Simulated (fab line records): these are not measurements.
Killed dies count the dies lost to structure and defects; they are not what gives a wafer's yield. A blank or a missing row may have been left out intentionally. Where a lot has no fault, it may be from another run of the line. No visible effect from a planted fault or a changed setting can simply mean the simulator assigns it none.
fab line records + flow n5Finfet
[record]
- lots = 9
- wafers = 27
- lastDay = 17
route steps=1938 shown FIN_SAQP@92 FIN_CUT@165 BEOL_M4@1111 PASSIVATION@1936
lots that met no fault: taken from a fault-free run of the same line
startH: the number of hours between the record's first day and the start of the first shown wafer of the lot + waitH: hours from the lot's prior step to this one + " as in the row above + L1.1+2: a single row standing in for several wafers + - no value, or no start given + * or withheld: withheld + < > ~ a bound
route shown NAME@n: a module of which the file shows steps, and the number in the route of the first + usual: mean and standard deviation over wafers with no fault + same: alike in all rows + chamber/n: place in a boat + sites: per-site readings + _std_site: the values' standard deviation + _edge_site: inner sites' mean taken away from outer sites' mean + radiusMm: for every site, how far away it sits from the centre of the wafer + mask NAME#n: copy n + behind: the last tool/chamber to shape the wafer + hold: why the lot was held/for how many hours/how that ended + device: the transistor (n, p or np) that didn't switch + end of line: the route-end tests of the same wafers + for a step that has no rows: nothing shown but its recipe + killed: dies lost to structure and defects at the first sort, not the wafer's yield + map: a wafer's dies, x killed, . not, _ none there
set.NAME: the run value of the setting; set.NAME@STEP: its run value at that earlier step + model.NAME: the simulator's own value behind a step, which no gauge read
steps of the route over a sample of lots; a table a step, a row a wafer
services: a tool's chamber out of use, with start hour (startH, from the record's first day; less than 0 if before it), hours out, and reason
[[steps]]
[step N5_FIN_SAQP_PRECLEAN_44]
[recipe]
- chemistry = SC2
- timeS = 45
- tempC = 35
- mix = 1:1:50
[usual]
- tempC = 35.00/0.12
| lot.wafer | tool        | chamber | startH | waitH | tempC |
|-----------|-------------|---------|--------|-------|-------|
| L741.1    | wetBench-05 | 2       | 26.22  | 0.0   | 35.06 |
| L741.4    | "           | 0       | "      | "     | 35.04 |
| L741.6    | "           | 3       | "      | "     | 34.90 |
| L742.1    | wetBench-05 | 7       | 32.10  | 0.0   | 34.85 |
| L742.3    | "           | 6       | "      | "     | 35.04 |
| L742.5    | "           | 0       | "      | "     | 35.07 |
| L743.2    | wetBench-02 | 1       | 41.10  | 0.0   | 35.08 |
| L743.3    | "           | 5       | "      | "     | 34.89 |
| L743.4    | "           | 4       | "      | "     | 34.90 |
| L746.1    | wetBench-01 | 2       | 57.50  | 0.0   | 35.14 |
| L746.4    | "           | 6       | "      | "     | 34.93 |
| L746.5    | "           | 5       | "      | "     | 35.15 |
| L751.3    | wetBench-05 | 2       | 86.15  | 0.0   | 35.18 |
| L751.4    | "           | 3       | "      | "     | 35.02 |
| L751.5    | "           | 4       | "      | "     | 35.04 |
| L755.3    | wetBench-02 | 5       | 109.94 | 0.0   | 35.16 |
| L755.5    | "           | 4       | "      | "     | 34.93 |
| L755.6    | "           | 0       | "      | "     | 35.31 |
| L756.1    | wetBench-02 | 6       | 116.79 | 0.0   | 35.09 |
| L756.5    | "           | 7       | "      | "     | 35.04 |
| L756.6    | "           | 1       | "      | "     | 34.85 |
| L761.3    | wetBench-01 | 2       | 146.59 | 0.0   | 34.95 |
| L761.4    | "           | 7       | "      | "     | 35.08 |
| L761.6    | "           | 6       | "      | "     | 34.98 |
| L763.3    | wetBench-02 | 1       | 158.20 | 0.0   | 35.06 |
| L763.5    | "           | 5       | "      | "     | 34.95 |
| L763.6    | "           | 7       | "      | "     | 34.98 |
[step N5_FIN_SAQP_THK_MEAS_05]
[usual]
- thkNm = 37.9/0.49
| lot.wafer | tool         | chamber | startH | waitH | thkNm |
|-----------|--------------|---------|--------|-------|-------|
| L741.1    | filmMetro-02 | -       | 27.61  | 0.1   | 37.4  |
| L741.4    | "            | -       | "      | "     | 38.0  |
| L741.6    | "            | -       | "      | "     | 38.2  |
| L742.1    | filmMetro-02 | -       | 32.83  | 0.1   | 38.1  |
| L742.3    | "            | -       | "      | "     | 37.5  |
| L742.5    | "            | -       | "      | "     | 38.8  |
| L743.2    | filmMetro-01 | -       | 41.66  | 0.1   | 37.1  |
| L743.3    | "            | -       | "      | "     | 37.6  |
| L743.4    | "            | -       | "      | "     | 37.8  |
| L746.1    | filmMetro-02 | -       | 58.09  | 0.1   | 36.9  |
| L746.4    | "            | -       | "      | "     | 37.8  |
| L746.5    | "            | -       | "      | "     | 37.7  |
| L751.3    | filmMetro-01 | -       | 86.99  | 0.1   | 37.8  |
| L751.4    | "            | -       | "      | "     | 37.5  |
| L751.5    | "            | -       | "      | "     | 38.6  |
| L755.3    | filmMetro-01 | -       | 110.64 | 0.1   | 37.7  |
| L755.5    | "            | -       | "      | "     | 38.5  |
| L755.6    | "            | -       | "      | "     | 38.4  |
| L756.1    | filmMetro-01 | -       | 117.47 | 0.1   | 37.5  |
| L756.5    | "            | -       | "      | "     | 37.9  |
| L756.6    | "            | -       | "      | "     | 37.9  |
| L761.3    | filmMetro-01 | -       | 147.27 | 0.1   | 37.4  |
| L761.4    | "            | -       | "      | "     | 37.5  |
| L761.6    | "            | -       | "      | "     | 37.5  |
| L763.3    | filmMetro-01 | -       | 158.77 | 0.1   | 38.0  |
| L763.5    | "            | -       | "      | "     | 38.2  |
| L763.6    | "            | -       | "      | "     | 38.1  |
[step N5_FIN_SAQP_CD_MEAS_16]
[recipe]
- targetCdNm = 35.6
- landingEnergyEv = 500
- detector = seInlens
[usual]
- cdNm = 35.4/0.37
| lot.wafer | tool     | chamber | startH | waitH | cdNm |
|-----------|----------|---------|--------|-------|------|
| L741.1    | cdSem-02 | 0       | 28.30  | -     | 36.0 |
| L741.4    | "        | 0       | "      | "     | 35.0 |
| L741.6    | "        | 0       | "      | "     | 35.9 |
| L742.1    | cdSem-02 | 0       | 33.40  | -     | 35.6 |
| L742.3    | "        | 0       | "      | "     | 36.0 |
| L742.5    | "        | 0       | "      | "     | 35.2 |
| L743.2    | cdSem-01 | 0       | 42.23  | -     | 35.1 |
| L743.3    | "        | 0       | "      | "     | 34.6 |
| L743.4    | "        | 0       | "      | "     | 35.9 |
| L746.1    | cdSem-01 | 0       | 58.78  | -     | 35.3 |
| L746.4    | "        | 0       | "      | "     | 35.5 |
| L746.5    | "        | 0       | "      | "     | 34.8 |
| L751.3    | cdSem-02 | 0       | 87.65  | -     | 36.0 |
| L751.4    | "        | 0       | "      | "     | 35.3 |
| L751.5    | "        | 0       | "      | "     | 35.6 |
| L755.3    | cdSem-01 | 0       | 111.34 | -     | 35.8 |
| L755.5    | "        | 0       | "      | "     | 35.3 |
| L755.6    | "        | 0       | "      | "     | 35.2 |
| L756.1    | cdSem-03 | 0       | 118.16 | -     | 35.3 |
| L756.5    | "        | 0       | "      | "     | 35.3 |
| L756.6    | "        | 0       | "      | "     | 34.8 |
| L761.3    | cdSem-03 | 0       | 147.97 | -     | 35.5 |
| L761.4    | "        | 0       | "      | "     | 35.0 |
| L761.6    | "        | 0       | "      | "     | 34.8 |
| L763.3    | cdSem-01 | 0       | 159.47 | -     | 35.4 |
| L763.5    | "        | 0       | "      | "     | 35.3 |
| L763.6    | "        | 0       | "      | "     | 35.1 |
[step N5_FIN_SAQP_INSPECT_18]
[recipe]
- mode = adi
- inspectInstrument = brightfield
[usual]
- rawDefectCount = 468/130
| lot.wafer | tool             | chamber | startH | waitH | rawDefectCount |
|-----------|------------------|---------|--------|-------|----------------|
| L741.1    | defectInspect-01 | -       | 28.37  | 0.0   | 716            |
| L741.4    | "                | -       | "      | "     | 637            |
| L741.6    | "                | -       | "      | "     | 565            |
| L742.1    | defectInspect-01 | -       | 33.46  | 0.0   | 734            |
| L742.3    | "                | -       | "      | "     | 674            |
| L742.5    | "                | -       | "      | "     | 494            |
| L743.2    | defectInspect-02 | -       | 42.29  | 0.0   | 451            |
| L743.3    | "                | -       | "      | "     | 405            |
| L743.4    | "                | -       | "      | "     | 436            |
| L746.1    | defectInspect-02 | -       | 58.85  | 0.0   | 217            |
| L746.4    | "                | -       | "      | "     | 299            |
| L746.5    | "                | -       | "      | "     | 343            |
| L751.3    | defectInspect-01 | -       | 87.71  | 0.0   | 542            |
| L751.4    | "                | -       | "      | "     | 551            |
| L751.5    | "                | -       | "      | "     | 945            |
| L755.3    | defectInspect-02 | -       | 111.39 | 0.0   | 288            |
| L755.5    | "                | -       | "      | "     | 306            |
| L755.6    | "                | -       | "      | "     | 343            |
| L756.1    | defectInspect-02 | -       | 118.22 | 0.0   | 367            |
| L756.5    | "                | -       | "      | "     | 359            |
| L756.6    | "                | -       | "      | "     | 481            |
| L761.3    | defectInspect-02 | -       | 148.03 | 0.0   | 290            |
| L761.4    | "                | -       | "      | "     | 485            |
| L761.6    | "                | -       | "      | "     | 376            |
| L763.3    | defectInspect-01 | -       | 159.52 | 0.0   | 506            |
| L763.5    | "                | -       | "      | "     | 480            |
| L763.6    | "                | -       | "      | "     | 428            |
[step N5_FIN_SAQP_SPACER1_ALD_24]
[recipe]
- material = SiO2
- targetThkA = 203
- tempC = 300
- aldPrecursorFamily = BDEAS
- aldCoReactant = O2-plasma
- pulseTimeS = 1
- purgeTimeS = 2
- coReactantPurgeTimeS = 2
- aldCycles = 218
- pressureTorr = 2
[usual]
- heaterPowerW = 481/70
- precursorPulseHeightRel = 0.999/0.021
| lot.wafer | tool      | chamber | startH | waitH | heaterPowerW | precursorPulseHeightRel |
|-----------|-----------|---------|--------|-------|--------------|-------------------------|
| L741.1    | aldSin-04 | 1       | 29.54  | 0.3   | 439          | 1.005                   |
| L741.4    | "         | 0       | "      | "     | 623          | 0.969                   |
| L741.6    | "         | 3       | "      | "     | 415          | 0.979                   |
| L742.1    | aldSin-04 | 3       | 34.67  | 0.3   | 421          | 0.981                   |
| L742.3    | "         | 2       | "      | "     | 437          | 0.995                   |
| L742.5    | "         | 2       | "      | "     | 439          | 1.007                   |
| L743.2    | aldSin-04 | 3       | 43.45  | 0.3   | 420          | 0.984                   |
| L743.3    | "         | 0       | "      | "     | 629          | 1.001                   |
| L743.4    | "         | 3       | "      | "     | 419          | 1.024                   |
| L746.1    | aldSin-01 | 2       | 59.98  | 0.3   | 482          | 1.021                   |
| L746.4    | "         | 0       | "      | "     | 617          | 1.004                   |
| L746.5    | "         | 2       | "      | "     | 476          | 0.983                   |
| L751.3    | aldSin-04 | 2       | 88.95  | 0.2   | 437          | 1.023                   |
| L751.4    | "         | 1       | "      | "     | 450          | 0.975                   |
| L751.5    | "         | 1       | "      | "     | 460          | 1.000                   |
| L755.3    | aldSin-01 | 3       | 113.08 | 0.1   | 399          | 1.015                   |
| L755.5    | "         | 1       | "      | "     | 444          | 1.019                   |
| L755.6    | "         | 0       | "      | "     | 624          | 0.960                   |
| L756.1    | aldSin-03 | 2       | 119.58 | 0.3   | 461          | 0.984                   |
| L756.5    | "         | 1       | "      | "     | 564          | 0.951                   |
| L756.6    | "         | 0       | "      | "     | 436          | 1.000                   |
| L761.3    | aldSin-01 | 2       | 150.29 | 1.3   | 505          | 1.009                   |
| L761.4    | "         | 3       | "      | "     | 405          | 1.007                   |
| L761.6    | "         | 2       | "      | "     | 488          | 1.008                   |
| L763.3    | aldSin-03 | 3       | 160.71 | 0.1   | 406          | 1.033                   |
| L763.5    | "         | 2       | "      | "     | 471          | 1.015                   |
| L763.6    | "         | 1       | "      | "     | 552          | 1.022                   |
[step N5_FIN_SAQP_INSPECT_40]
[recipe]
- inspectInstrument = brightfield
- mode = aei
[usual]
- rawDefectCount = 244/71
| lot.wafer | tool             | chamber | startH | waitH | rawDefectCount |
|-----------|------------------|---------|--------|-------|----------------|
| L741.1    | defectInspect-01 | -       | 32.92  | 0.0   | 285            |
| L741.4    | "                | -       | "      | "     | 244            |
| L741.6    | "                | -       | "      | "     | 291            |
| L742.1    | defectInspect-02 | -       | 38.02  | 0.0   | 385            |
| L742.3    | "                | -       | "      | "     | 252            |
| L742.5    | "                | -       | "      | "     | 208            |
| L743.2    | defectInspect-02 | -       | 46.64  | 0.0   | 259            |
| L743.3    | "                | -       | "      | "     | 274            |
| L743.4    | "                | -       | "      | "     | 169            |
| L746.1    | defectInspect-01 | -       | 63.71  | 0.0   | 179            |
| L746.4    | "                | -       | "      | "     | 153            |
| L746.5    | "                | -       | "      | "     | 172            |
| L751.3    | defectInspect-02 | -       | 93.81  | 0.0   | 309            |
| L751.4    | "                | -       | "      | "     | 489            |
| L751.5    | "                | -       | "      | "     | 745            |
| L755.3    | defectInspect-02 | -       | 116.57 | 0.0   | 153            |
| L755.5    | "                | -       | "      | "     | 155            |
| L755.6    | "                | -       | "      | "     | 325            |
| L756.1    | defectInspect-01 | -       | 122.93 | 0.0   | 190            |
| L756.5    | "                | -       | "      | "     | 217            |
| L756.6    | "                | -       | "      | "     | 223            |
| L761.3    | defectInspect-02 | -       | 153.68 | 0.0   | 264            |
| L761.4    | "                | -       | "      | "     | 325            |
| L761.6    | "                | -       | "      | "     | 309            |
| L763.3    | defectInspect-01 | -       | 164.37 | 0.0   | 227            |
| L763.5    | "                | -       | "      | "     | 198            |
| L763.6    | "                | -       | "      | "     | 152            |
[step N5_FIN_CUT_INSPECT_10]
[recipe]
- mode = adi
- inspectInstrument = brightfield
[usual]
- rawDefectCount = 44/12
| lot.wafer | tool             | chamber | startH | waitH | rawDefectCount |
|-----------|------------------|---------|--------|-------|----------------|
| L741.1    | defectInspect-01 | -       | 33.31  | 0.1   | 46             |
| L741.4    | "                | -       | "      | "     | 44             |
| L741.6    | "                | -       | "      | "     | 46             |
| L742.1    | defectInspect-02 | -       | 38.41  | 0.1   | 53             |
| L742.3    | "                | -       | "      | "     | 45             |
| L742.5    | "                | -       | "      | "     | 41             |
| L743.2    | defectInspect-02 | -       | 47.16  | 0.0   | 43             |
| L743.3    | "                | -       | "      | "     | 56             |
| L743.4    | "                | -       | "      | "     | 27             |
| L746.1    | defectInspect-02 | -       | 64.12  | 0.1   | 35             |
| L746.4    | "                | -       | "      | "     | 29             |
| L746.5    | "                | -       | "      | "     | 38             |
| L751.3    | defectInspect-01 | -       | 94.33  | 0.0   | 53             |
| L751.4    | "                | -       | "      | "     | 69             |
| L751.5    | "                | -       | "      | "     | 415            |
| L755.3    | defectInspect-02 | -       | 116.96 | 0.0   | 31             |
| L755.5    | "                | -       | "      | "     | 28             |
| L755.6    | "                | -       | "      | "     | 60             |
| L756.1    | defectInspect-02 | -       | 123.45 | 0.1   | 32             |
| L756.5    | "                | -       | "      | "     | 36             |
| L756.6    | "                | -       | "      | "     | 56             |
| L761.3    | defectInspect-01 | -       | 154.07 | 0.0   | 42             |
| L761.4    | "                | -       | "      | "     | 66             |
| L761.6    | "                | -       | "      | "     | 61             |
| L763.3    | defectInspect-02 | -       | 164.76 | 0.0   | 49             |
| L763.5    | "                | -       | "      | "     | 45             |
| L763.6    | "                | -       | "      | "     | 25             |
[step N5_BEOL_M4_RC_MEAS_101]
[usual]
- DIBL_N = 37.2/1.9
- DIBL_P = 37.3/2.2
- IOFF_N = 0.18/0.038
- IOFF_P = 0.22/0.039
- ION_N = 678/11
- ION_P = 462/6.9
- SS_N = 71.8/0.68
- SS_P = 73.5/0.65
- VT_N = 249/3.4
- VT_P = -250/3.2
| lot.wafer | tool      | chamber | startH | waitH | DIBL_N[mV/V] | DIBL_P[mV/V] | IOFF_N[nA/um] | IOFF_P[nA/um] | ION_N[uA/um] | ION_P[uA/um] | SS_N[mV/dec] | SS_P[mV/dec] | VT_N[mV] | VT_P[mV] |
|-----------|-----------|---------|--------|-------|--------------|--------------|---------------|---------------|--------------|--------------|--------------|--------------|----------|----------|
| L741.1    | prober-02 | 0       | 179.31 | 0.0   | 35.0         | 34.6         | 0.13          | 0.15          | 660          | 449          | 71.1         | 72.9         | 250      | -255     |
| L741.4    | "         | 0       | "      | "     | 38.2         | 37.9         | 0.20          | 0.20          | 669          | 449          | 71.7         | 72.7         | 247      | -252     |
| L741.6    | "         | 0       | "      | "     | 34.7         | 35.4         | 0.14          | 0.17          | 677          | 458          | 71.3         | 73.3         | 250      | -252     |
| L742.1    | prober-02 | 0       | 188.22 | 0.0   | 39.3         | 37.7         | 0.19          | 0.21          | 668          | 450          | 71.0         | 73.9         | 248      | -252     |
| L742.3    | "         | 0       | "      | "     | 40.1         | 37.9         | 0.23          | 0.22          | 678          | 459          | 72.0         | 74.3         | 244      | -250     |
| L742.5    | "         | 0       | "      | "     | 41.2         | 40.2         | 0.24          | 0.25          | 681          | 461          | 72.1         | 74.2         | 244      | -254     |
| L743.2    | prober-02 | 0       | 193.29 | 0.2   | 37.6         | 37.9         | 0.18          | 0.26          | 673          | 465          | 71.8         | 73.4         | 248      | -248     |
| L743.3    | "         | 0       | "      | "     | 39.2         | 37.8         | 0.22          | 0.26          | 693          | 466          | 72.8         | 73.0         | 245      | -245     |
| L743.4    | "         | 0       | "      | "     | 36.5         | 35.9         | 0.16          | 0.22          | 664          | 460          | 72.1         | 73.3         | 251      | -249     |
| L746.1    | prober-01 | 0       | 212.36 | 0.0   | 35.6         | 35.4         | 0.15          | 0.22          | 672          | 471          | 70.9         | 73.2         | 252      | -246     |
| L746.4    | "         | 0       | "      | "     | 35.2         | 34.8         | 0.15          | 0.21          | 685          | 475          | 71.3         | 72.8         | 249      | -247     |
| L746.5    | "         | 0       | "      | "     | 36.8         | 37.2         | 0.17          | 0.24          | 679          | 474          | 70.8         | 73.7         | 248      | -247     |
| L751.3    | prober-01 | 0       | 246.02 | 0.3   | 38.0         | 38.1         | 0.18          | 0.26          | 671          | 472          | 71.6         | 73.5         | 247      | -246     |
| L751.4    | "         | 0       | "      | "     | 33.4         | 33.2         | 0.11          | 0.19          | 660          | 463          | 70.6         | 72.5         | 254      | -251     |
| L751.5    | "         | 0       | "      | "     | 35.4         | 34.7         | 0.14          | 0.20          | 677          | 464          | 70.8         | 72.5         | 252      | -247     |
| L755.3    | prober-01 | 0       | 259.47 | 0.3   | 36.9         | 35.2         | 0.15          | 0.19          | 676          | 461          | 71.7         | 72.9         | 250      | -250     |
| L755.5    | "         | 0       | "      | "     | 38.3         | 38.0         | 0.19          | 0.24          | 684          | 464          | 71.8         | 74.0         | 248      | -249     |
| L755.6    | "         | 0       | "      | "     | 36.3         | 35.0         | 0.15          | 0.20          | 675          | 460          | 71.7         | 73.7         | 251      | -251     |
| L756.1    | prober-01 | 0       | 267.21 | 0.0   | 34.7         | 36.6         | 0.16          | 0.18          | 681          | 459          | 71.6         | 73.3         | 251      | -253     |
| L756.5    | "         | 0       | "      | "     | 35.3         | 37.4         | 0.17          | 0.19          | 684          | 458          | 71.5         | 73.4         | 246      | -254     |
| L756.6    | "         | 0       | "      | "     | 36.2         | 38.1         | 0.19          | 0.21          | 682          | 458          | 71.5         | 73.8         | 251      | -250     |
| L761.3    | prober-02 | 0       | 300.65 | 0.3   | 36.7         | 38.0         | 0.19          | 0.22          | 684          | 462          | 71.4         | 73.8         | 247      | -250     |
| L761.4    | "         | 0       | "      | "     | 37.6         | 39.6         | 0.22          | 0.26          | 690          | 462          | 72.2         | 73.6         | 247      | -249     |
| L761.6    | "         | 0       | "      | "     | 36.4         | 37.7         | 0.18          | 0.22          | 685          | 462          | 72.3         | 73.1         | 248      | -250     |
| L763.3    | prober-02 | 0       | 310.43 | 0.3   | 35.6         | 36.9         | 0.16          | 0.19          | 669          | 460          | 71.8         | 73.2         | 251      | -253     |
| L763.5    | "         | 0       | "      | "     | 33.3         | 32.9         | 0.11          | 0.15          | 655          | 453          | 71.8         | 73.2         | 257      | -255     |
| L763.6    | "         | 0       | "      | "     | 37.0         | 37.7         | 0.18          | 0.22          | 678          | 459          | 72.6         | 73.6         | 248      | -250     |
[step N5_PASSIVATION_PROBE_49]
[usual]
- defectLimitedYield = 91.2/1.6
- killed_at_M0_to_M3 = 31/10
- killed_at_M4_up = 14/4.4
- killedAtContacts = 13/6
- killedAtFrontEnd = 43/13
- killedAtOther = 3.5/2.6
- killedDies = 104/18
- killedOnRim = 14/4.6
- killedOpen = 68/14
- killedShort = 34/8.1
- sort_bin_4_leakage = 0.01/0.073
- sort_bin_5_function = 5.1/1.1
- sort_bin_6_memory = 3.3/0.68
- sort_bin_8_speed = 0.00/0.0071
- sortNPass = 1076/18
- sortYieldPct = 91.2/1.6
[same]
- grossDies = 1180
- killedAtBackSide = 0
| lot.wafer | tool      | chamber | startH | waitH | defectLimitedYield[%] | killed_at_M0_to_M3 | killed_at_M4_up | killedAtContacts | killedAtFrontEnd | killedAtOther | killedDies | killedOnRim | killedOpen | killedShort | sort_bin_4_leakage[%] | sort_bin_5_function[%] | sort_bin_6_memory[%] | sort_bin_8_speed[%] | sortNPass | sortYieldPct[%] |
|-----------|-----------|---------|--------|-------|-----------------------|--------------------|-----------------|------------------|------------------|---------------|------------|-------------|------------|-------------|-----------------------|------------------------|----------------------|---------------------|-----------|-----------------|
| L742.1    | prober-02 | -       | 289.90 | 0.0   | 89.5                  | 54                 | 9               | 8                | 50               | 3             | 124        | 17          | 83         | 41          | 0                     | 5.8                    | 4.2                  | 0                   | 1056      | 89.5            |
| L742.3    | prober-02 | -       | 290.00 | 0.1   | 90.3                  | 41                 | 10              | 15               | 47               | 1             | 114        | 10          | 63         | 43          | 0                     | 6.4                    | 2.3                  | 0                   | 1066      | 90.3            |
| L742.5    | prober-02 | -       | 290.10 | 0.2   | 91.5                  | 40                 | 10              | 9                | 40               | 1             | 100        | 9           | 74         | 26          | 0                     | 5.4                    | 3.0                  | 0                   | 1080      | 91.5            |
| L746.1    | prober-01 | -       | 321.12 | 0.0   | 92.5                  | 31                 | 18              | 13               | 24               | 2             | 88         | 8           | 59         | 29          | 0                     | 4.2                    | 2.7                  | 0                   | 1092      | 92.5            |
| L746.4    | prober-01 | -       | 321.27 | 0.2   | 92.7                  | 44                 | 6               | 8                | 25               | 3             | 86         | 7           | 57         | 28          | 0                     | 3.8                    | 3.0                  | 0                   | 1094      | 92.7            |
| L746.5    | prober-01 | -       | 321.32 | 0.2   | 90.5                  | 35                 | 10              | 7                | 60               | 0             | 112        | 16          | 60         | 48          | 0                     | 6.0                    | 3.2                  | 0                   | 1068      | 90.5            |
| L751.3    | prober-01 | -       | 345.02 | 0.1   | 90.6                  | 36                 | 18              | 13               | 35               | 9             | 111        | 16          | 73         | 38          | 0                     | 5.6                    | 3.4                  | 0                   | 1069      | 90.6            |
| L751.4    | prober-01 | -       | 345.07 | 0.2   | 91.9                  | 21                 | 17              | 14               | 39               | 4             | 95         | 12          | 58         | 37          | 0                     | 4.2                    | 3.6                  | 0                   | 1085      | 91.9            |
| L751.5    | prober-01 | -       | 345.12 | 0.2   | 81.5                  | 35                 | 16              | 13               | 151              | 3             | 218        | 14          | 76         | 32          | 0                     | 11.5                   | 5.8                  | 0                   | 962       | 81.5            |
// killed by level:class
L742.1 STI_FIN_REVEAL:geometricParticle:open=20 BEOL_M0_SAQP:geometricParticle:open=16 BEOL_M3:geometricParticle:open=12 BEOL_M0_SAQP:geometricParticle:short=11 FIN_SAQP:geometricParticle:open=9 STI_FIN_REVEAL:geometricParticle:short=6 BEOL_M2:geometricParticle:open=6 MOL_CONTACT_COAG:geometricParticle:open=5
L742.3 FIN_SAQP:geometricParticle:short=14 BEOL_M3:geometricParticle:open=14 MOL_CONTACT_COAG:geometricParticle:open=10 BEOL_M0_SAQP:geometricParticle:short=9 FIN_SAQP:geometricParticle:open=8 HKMG_FIN:areaEtch=8 MOL_CONTACT_COAG:geometricParticle:short=5 BEOL_M1:geometricParticle:open=5
L742.5 STI_FIN_REVEAL:geometricParticle:open=13 BEOL_M0:geometricParticle:open=10 BEOL_M0_SAQP:geometricParticle:open=10 FIN_SAQP:geometricParticle:open=8 MOL_CONTACT_COAG:geometricParticle:open=7 BEOL_M2:geometricParticle:open=5 STI_FIN_REVEAL:geometricParticle:short=4 DUMMY_GATE:geometricParticle:open=4
L746.1 BEOL_M0_SAQP:geometricParticle:open=12 MOL_CONTACT_COAG:geometricParticle:open=11 BEOL_M4:geometricParticle:open=10 GATE_CUT:geometricParticle:short=7 STARTING-WAFER:geometricParticle:short=4 BEOL_M0_SAQP:geometricParticle:short=4 BEOL_M2:geometricParticle:open=4 BEOL_M3:geometricParticle:open=4
L746.4 BEOL_M0_SAQP:geometricParticle:short=12 BEOL_M0_SAQP:geometricParticle:open=11 BEOL_M2:geometricParticle:open=9 MOL_CONTACT_COAG:geometricParticle:open=7 FIN_SAQP:geometricParticle:open=4 STI_FIN_REVEAL:geometricParticle:open=3 DUMMY_GATE:geometricParticle:open=3 BEOL_M0:geometricParticle:open=3
L746.5 FIN_SAQP:geometricParticle:short=13 ILD0:geometricParticle:open=7 GATE_CUT:geometricParticle:short=7 BEOL_M0_SAQP:geometricParticle:open=7 BEOL_M0:geometricParticle:open=7 STARTING-WAFER:geometricParticle:open=7 BEOL_M1:geometricParticle:open=6 FIN_SAQP:geometricParticle:open=5
L751.3 MOL_CONTACT_COAG:geometricParticle:open=11 BEOL_M4:geometricParticle:open=10 BEOL_M2:geometricParticle:open=10 FIN_SAQP:geometricParticle:short=7 FIN_SAQP:geometricParticle:open=6 STI_FIN_REVEAL:geometricParticle:open=6 BEOL_M1:geometricParticle:open=6 PASS1_CAP:geometricParticle:short=5
L751.4 BEOL_M4:geometricParticle:open=11 MOL_CONTACT_COAG:geometricParticle:open=10 FIN_SAQP:geometricParticle:short=9 BEOL_M2:geometricParticle:short=8 FIN_SAQP:geometricParticle:open=6 STARTING-WAFER:geometricParticle:short=6 STI_FIN_REVEAL:geometricParticle:open=5 MOL_CONTACT_COAG:geometricParticle:short=4
L751.5 FIN_SAQP:unspecified=110 MOL_CONTACT_COAG:geometricParticle:open=13 FIN_SAQP:geometricParticle:short=12 FIN_SAQP:geometricParticle:open=11 BEOL_M1:geometricParticle:open=9 BEOL_M4:geometricParticle:open=7 STI_FIN_REVEAL:geometricParticle:open=6 BEOL_M0_SAQP:geometricParticle:open=6
[[services]]
| tool        | chamber | startH | hours | kind        |
|-------------|---------|--------|-------|-------------|
| aldSin-01   | 1       | 4.26   | 3.4   | repair      |
| aldSin-04   | 0       | 8.31   | -     | clean       |
| aldSin-04   | 1       | 8.31   | -     | clean       |
| aldSin-04   | 2       | 8.31   | -     | clean       |
| aldSin-04   | 3       | 8.31   | -     | clean       |
| aldSin-01   | -       | 8.42   | 28.1  | pm          |
| aldSin-03   | -       | 30.82  | 0.2   | repair      |
| aldSin-04   | 3       | 38.38  | -     | calibration |
| aldSin-04   | 1       | 39.22  | 9.4   | repair      |
| aldSin-01   | -       | 53.38  | 0.3   | repair      |
| aldSin-01   | 3       | 56.61  | 12.0  | repair      |
| aldSin-03   | -       | 69.92  | 2.8   | pm          |
| aldSin-03   | -       | 85.37  | 14.0  | pm          |
| aldSin-03   | 0       | 85.37  | 14.0  | ventCycle   |
| aldSin-03   | 1       | 85.37  | 14.0  | ventCycle   |
| aldSin-03   | 2       | 85.37  | 14.0  | ventCycle   |
| aldSin-03   | 3       | 85.37  | 14.0  | ventCycle   |
| aldSin-03   | 0       | 99.37  | -     | clean       |
| aldSin-03   | 1       | 99.37  | -     | clean       |
| aldSin-03   | 2       | 99.37  | -     | clean       |
| aldSin-03   | 3       | 99.37  | -     | clean       |
| wetBench-05 | -       | 107.73 | 4.4   | pm          |
[[key]]
[firstSign]
- step = N5_FIN_SAQP_INSPECT_18
- reading = rawDefectCount
- direction = up
- sigmas = 3.7
- usual = 468
- struck = 945
[effect]
- step = N5_FIN_SAQP_INSPECT_40
- reading = rawDefectCount
- direction = up
- sigmas = 7.1
- usual = 244
- struck = 745
[effect]
- step = N5_FIN_CUT_INSPECT_10
- reading = rawDefectCount
- direction = up
- sigmas = 30
- usual = 44
- struck = 415
[effect]
- step = N5_PASSIVATION_PROBE_49
- reading = killedAtFrontEnd
- direction = up
- sigmas = 8.6
- usual = 43
- struck = 151
[moreKillsBornAt]
- N5_FIN_SAQP_PRECLEAN_44@wetBench-05 = 110
metAt N5_FIN_SAQP_PRECLEAN_44
struckLots L751
struckWafers L751.5
notActingAt N5_FIN_SAQP_THK_MEAS_05,N5_FIN_SAQP_CD_MEAS_16,N5_FIN_SAQP_SPACER1_ALD_24
[fault]
- kind = chamberParticleSource
- tool = wetBench-05
- chamber = 4
- onsetH = 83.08
- steps = N5_FIN_SAQP_PRECLEAN_44
- ratePerVisitCm2 = 0.54043
- endH = 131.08
